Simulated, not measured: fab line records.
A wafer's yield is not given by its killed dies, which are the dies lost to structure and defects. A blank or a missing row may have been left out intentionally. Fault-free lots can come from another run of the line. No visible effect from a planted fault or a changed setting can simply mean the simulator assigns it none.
Which tool is to blame? | flow nand-harc | 13 lots with 39 wafers sampled at 5 steps, on a route of 1302 steps

== WHAT THE GAUGES SHOWED, per wafer ==
NHARC_P_M0_CD_MEAS_09: the cd target is 90 nm.
lot  | measured     | on        | cd-nm (nm)
L833 | day 5 18:47  | cd-sem-02 | 90.0 89.0 90.3
L834 | day 6 13:10  | cd-sem-03 | 90.5 89.6 89.9
L837 | day 7 20:05  | cd-sem-02 | 77.4 77.3 88.5
L845 | day 11 03:17 | cd-sem-03 | 89.5 89.7 89.3
L846 | day 11 12:52 | cd-sem-03 | 90.0 90.5 89.8
L847 | day 12 05:29 | cd-sem-03 | 89.0 88.4 89.2
L848 | day 12 06:11 | cd-sem-03 | 89.5 88.8 89.6
L850 | day 13 01:20 | cd-sem-01 | 89.5 89.7 89.2
L851 | day 13 15:58 | cd-sem-02 | 89.4 89.2 89.3
L852 | day 14 05:11 | cd-sem-01 | 89.1 89.5 90.2
L853 | day 14 09:08 | cd-sem-02 | 90.1 89.1 89.8
L855 | day 15 05:43 | cd-sem-01 | 89.9 90.4 89.5
L856 | day 15 09:48 | cd-sem-01 | 89.0 90.0 89.4

NHARC_P_M0_CD_MEAS_16.
lot  | measured     | on        | cd-nm (nm)
L833 | day 5 19:17  | cd-sem-03 | 88.9 88.8 90.0
L834 | day 6 13:40  | cd-sem-01 | 89.7 89.0 90.0
L837 | day 7 20:35  | cd-sem-02 | 78.0 77.4 87.8
L845 | day 11 03:47 | cd-sem-03 | 88.3 88.6 89.1
L846 | day 11 13:20 | cd-sem-03 | 90.5 90.8 90.6
L847 | day 12 06:13 | cd-sem-01 | 88.5 87.7 89.2
L848 | day 12 06:48 | cd-sem-01 | 88.2 88.7 89.9
L850 | day 13 01:50 | cd-sem-02 | 89.5 90.1 88.8
L851 | day 13 16:26 | cd-sem-03 | 88.3 89.1 88.7
L852 | day 14 05:40 | cd-sem-01 | 88.8 89.6 89.6
L853 | day 14 09:38 | cd-sem-02 | 89.7 89.6 89.6
L855 | day 15 06:12 | cd-sem-03 | 90.1 89.3 90.1
L856 | day 15 10:17 | cd-sem-02 | 90.0 89.9 90.3

== TOOL THAT RAN EACH LOT (tool first, then ch and the chambers of the sampled wafers, then the start) ==
lot  | NHARC_P_GATE_STRIP_113               | NHARC_P_M0_PEB_07                 | NHARC_P_M0_DESCUM_14
L833 | plasma-asher-02 ch 0,1, day 5 10:58  | litho-track-01 ch 0, day 5 18:43  | rie-diel-08 ch 0,2,3, day 5 18:59
L834 | plasma-asher-01 ch 0,1, day 6 04:36  | litho-track-01 ch 0, day 6 13:05  | rie-diel-01 ch 0,1,3, day 6 13:22
L837 | plasma-asher-01 ch 0,1, day 7 11:54  | litho-track-01 ch 0, day 7 20:01  | rie-diel-05 ch 1,3, day 7 20:17
L845 | plasma-asher-02 ch 0,1, day 10 18:44 | litho-track-06 ch 0, day 11 03:13 | rie-diel-08 ch 1,2, day 11 03:29
L846 | plasma-asher-02 ch 0,1, day 11 04:24 | litho-track-01 ch 0, day 11 12:47 | rie-diel-05 ch 1,2, day 11 13:02
L847 | plasma-asher-01 ch 0,1, day 11 21:35 | litho-track-04 ch 0, day 12 05:24 | rie-diel-05 ch 1,2,3, day 12 05:53
L848 | plasma-asher-02 ch 0,1, day 11 21:50 | litho-track-04 ch 0, day 12 06:06 | rie-diel-05 ch 0,1,3, day 12 06:22
L850 | plasma-asher-01 ch 0,1, day 12 17:06 | litho-track-04 ch 0, day 13 01:15 | rie-diel-05 ch 0,1,2, day 13 01:32
L851 | plasma-asher-02 ch 0,1, day 13 07:28 | litho-track-04 ch 0, day 13 15:53 | rie-diel-08 ch 1,2,3, day 13 16:08
L852 | plasma-asher-02 ch 0,1, day 13 20:59 | litho-track-06 ch 0, day 14 05:06 | rie-diel-05 ch 0,1,2, day 14 05:23
L853 | plasma-asher-01 ch 0,1, day 14 01:05 | litho-track-06 ch 0, day 14 09:04 | rie-diel-05 ch 2,3, day 14 09:20
L855 | plasma-asher-01 ch 0,1, day 14 21:31 | litho-track-01 ch 0, day 15 05:38 | rie-diel-05 ch 1,2,3, day 15 05:54
L856 | plasma-asher-02 ch 0,1, day 15 01:31 | litho-track-01 ch 0, day 15 09:43 | rie-diel-05 ch 0,1,2, day 15 09:59
- NHARC_P_GATE_STRIP_113: strips in N2/H2, time 740 s.
- NHARC_P_M0_PEB_07: peb time 65 s.
- NHARC_P_M0_DESCUM_14: chemistry O2, time 3 s.

== AS READ BY THE TOOLS THEMSELVES (means over the sampled wafers that have a number; for cases with no such wafer, the mark the record gives instead) ==
NHARC_P_GATE_STRIP_113.
lot  | tool            | drypump-motor-current-A (A) | heater-power-w (W) | rf-refl-power-W (W)
L833 | plasma-asher-02 | 5.97                        | 87                 | 18.3
L834 | plasma-asher-01 | 5.85                        | 74                 | 19.6
L837 | plasma-asher-01 | 5.84                        | 73                 | 19.4
L845 | plasma-asher-02 | 5.92                        | 80                 | 17.5
L846 | plasma-asher-02 | 5.96                        | 90                 | 17.9
L847 | plasma-asher-01 | 5.84                        | 72                 | 20.1
L848 | plasma-asher-02 | 5.96                        | 85                 | 18.0
L850 | plasma-asher-01 | 5.76                        | 76                 | 19.0
L851 | plasma-asher-02 | 5.91                        | 80                 | 17.8
L852 | plasma-asher-02 | 5.98                        | 85                 | 18.1
L853 | plasma-asher-01 | 5.76                        | 78                 | 19.0
L855 | plasma-asher-01 | 5.76                        | 77                 | 19.7
L856 | plasma-asher-02 | 5.90                        | 79                 | 17.9

NHARC_P_M0_PEB_07.
lot  | tool           | heater-power-total-W (W)
L833 | litho-track-01 | 156.2
L834 | litho-track-01 | 156.9
L837 | litho-track-01 | 177.0
L845 | litho-track-06 | 156.4
L846 | litho-track-01 | 156.5
L847 | litho-track-04 | 156.2
L848 | litho-track-04 | 156.6
L850 | litho-track-04 | 156.8
L851 | litho-track-04 | 156.3
L852 | litho-track-06 | 156.3
L853 | litho-track-06 | 156.3
L855 | litho-track-01 | 156.6
L856 | litho-track-01 | 156.5

NHARC_P_M0_DESCUM_14.
lot  | tool        | drypump-motor-current-A (A) | o2-flow-sccm (sccm) | oes-product-au (a.u.) | rf-vpp-V (V) | showerhead-plenum-p-Torr (Torr) | throttle-valve-pct (%)
L833 | rie-diel-08 | 5.84                        | 200.0               | 1.006                 | 57.6         | 1.85                            | 11.314
L834 | rie-diel-01 | 5.73                        | 199.5               | 1.006                 | 57.5         | 1.89                            | 11.311
L837 | rie-diel-05 | 5.51                        | 200.2               | 1.007                 | 58.0         | 1.94                            | 11.318
L845 | rie-diel-08 | 5.61                        | 200.1               | 0.998                 | 58.4         | 1.99                            | 11.320
L846 | rie-diel-05 | 5.54                        | 199.4               | 0.998                 | 57.9         | 1.92                            | 11.318
L847 | rie-diel-05 | 5.61                        | 200.0               | 0.996                 | 57.8         | 1.86                            | 11.310
L848 | rie-diel-05 | 5.53                        | 200.2               | 0.993                 | 58.0         | 1.91                            | 11.312
L850 | rie-diel-05 | 5.55                        | 199.8               | 1.003                 | 57.1         | 1.90                            | 11.306
L851 | rie-diel-08 | 5.75                        | 200.1               | 1.006                 | 57.4         | 1.92                            | 11.317
L852 | rie-diel-05 | 5.53                        | 200.5               | 1.008                 | 57.6         | 1.90                            | 11.308
L853 | rie-diel-05 | 5.68                        | 200.1               | 1.008                 | 58.1         | 1.80                            | 11.315
L855 | rie-diel-05 | 5.61                        | 199.7               | 1.001                 | 57.9         | 1.86                            | 11.314
L856 | rie-diel-05 | 5.54                        | 200.1               | 1.007                 | 58.0         | 1.89                            | 11.319

== THE ANSWER, worked out from the rows above alone ==
Rule: what is usual is taken from the lots themselves. Put in order of their means at a reading, lots are off if they are a third of the lots or fewer, leave a main group of 4 or more, and stand apart from it by a gap of 3 or more times the standard deviation of the main group's means; of several such gaps the widest counts. The tables above print the reading to a certain number of digits; a main group whose means all agree to those digits is not used. A lot without any number at a reading at which 4 lots or more have one is off too. The other lots that the step has rows for count as sound. First the gauges in route order, then the tools' own readings, where a lot's mean is used as printed above. At the first step where some lot is off, the reading lying furthest off is the one used; lots without a number count as furthest.
Off: L837 (NHARC_P_M0_CD_MEAS_09, cd-nm). The main group has a mean of 89.6 nm with a standard deviation of 0.33.
A tool fits if, at a process step before that reading, it ran every lot that is off, and no sound lot after the first of them. Not tried: the gauges at NHARC_P_M0_CD_MEAS_09; whatever is off there is also off at NHARC_P_M0_PEB_07, on other tools, and gauge error can't account for it. None of those tried fits.

== WHAT WAS PUT IN BY THE SIMULATOR ==
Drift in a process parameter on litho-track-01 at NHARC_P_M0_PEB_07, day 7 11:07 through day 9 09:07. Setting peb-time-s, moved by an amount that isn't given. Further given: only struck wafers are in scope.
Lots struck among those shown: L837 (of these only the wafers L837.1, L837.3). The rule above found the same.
